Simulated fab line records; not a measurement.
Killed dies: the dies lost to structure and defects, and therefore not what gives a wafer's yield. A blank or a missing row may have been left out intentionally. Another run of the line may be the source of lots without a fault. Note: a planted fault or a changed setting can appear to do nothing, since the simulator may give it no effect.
Which of the tools did it? ; flow nand-harc ; Sampling: 6 lots, 18 wafers, 6 of 1159 route steps

== WHAT EACH GAUGE READ, for each wafer ==
NHARC_END_SORT_01.
lot;measured;on;defect-limited-yield (%)
L435;day 20 06:28;prober-02;96.0 95.6 96.3
L439;day 21 12:53;prober-02;96.9 96.8 97.9
L445;day 22 04:41;prober-01;93.5 95.6 94.1
L446;day 22 13:20;prober-01;96.5 95.9 93.9
L455;day 25 01:52;prober-02;92.0 92.3 91.7
L456;day 24 18:07;prober-01;95.1 96.9 95.7

== TOOL THAT RAN EACH LOT (tool first, then ch and the chambers of the sampled wafers, then the start) ==
lot;NHARC_P_CONTACT_CMP_24;NHARC_P_M0_PRE_CLEAN_29;NHARC_P_M0_PVD_20;NHARC_P_M0_ECD_22;NHARC_P_M0_CMP_23
L435;cmp-02 ch 0,2,3, day 6 03:31;pvd-sputter-03, day 6 06:25 or earlier;pvd-sputter-03, day 6 06:25 or earlier;ecd-cu-02 ch 0,1, day 6 06:25;cmp-01 ch 0,2, day 6 07:05
L439;cmp-04 ch 0,2,3, day 7 07:45;pvd-sputter-03, day 7 10:24 or earlier;pvd-sputter-03, day 7 10:24 or earlier;ecd-cu-01 ch 0,1, day 7 10:24;cmp-04 ch 0,1,2, day 7 11:08
L445;cmp-02 ch 0,2,3, day 8 06:25;pvd-sputter-01, day 8 09:06 or earlier;pvd-sputter-01, day 8 09:06 or earlier;ecd-cu-02 ch 0,1, day 8 09:06;cmp-04 ch 1,2,3, day 8 09:51
L446;cmp-02 ch 1,3, day 8 20:52;pvd-sputter-03, day 8 23:46 or earlier;pvd-sputter-03, day 8 23:46 or earlier;ecd-cu-01 ch 0,1, day 8 23:46;cmp-01 ch 0,3, day 9 00:29
L455;cmp-04 ch 2,3, day 10 23:40;pvd-sputter-02, day 11 02:23 or earlier;pvd-sputter-02, day 11 02:23 or earlier;ecd-cu-01 ch 0,1, day 11 02:23;cmp-04 ch 1,2,3, day 11 03:06
L456;cmp-02 ch 0,2, day 11 05:10;pvd-sputter-01, day 11 07:57 or earlier;pvd-sputter-01, day 11 07:57 or earlier;ecd-cu-02 ch 0, day 11 07:57;cmp-03 ch 0,3, day 11 08:40
- NHARC_P_CONTACT_CMP_24: polishes, t overpolish 30 s, target thk 200 nm.
- NHARC_P_M0_PRE_CLEAN_29: time 30 s.
- NHARC_P_M0_PVD_20: deposits TaN, target thk 5 nm, time 8.06 s.
- NHARC_P_M0_ECD_22: material Cu, target thk 400 nm.
- NHARC_P_M0_CMP_23: polishes, t overpolish 20 s, target thk 117.53 nm.

== THE ANSWER, worked out from the rows above alone ==
Rule: usual is defined by the lots themselves. The widest of any qualifying gaps counts: lots, ordered by their means at a reading, are off when they make up no more than a third of the lots, leave a main group of 4 or more, and stand apart from it by 3 or more times the standard deviation of that group's means. A main group whose means are all the same, to the digits that the tables above print for the reading, isn't used. Also off: a lot with no number at a reading for which 4 or more lots have one. All remaining lots with rows at the step are treated as sound.
Across all readings shown, no lot is off: no conclusion can be drawn from this.

== WHAT HAD BEEN PUT IN BY THE SIMULATOR ==
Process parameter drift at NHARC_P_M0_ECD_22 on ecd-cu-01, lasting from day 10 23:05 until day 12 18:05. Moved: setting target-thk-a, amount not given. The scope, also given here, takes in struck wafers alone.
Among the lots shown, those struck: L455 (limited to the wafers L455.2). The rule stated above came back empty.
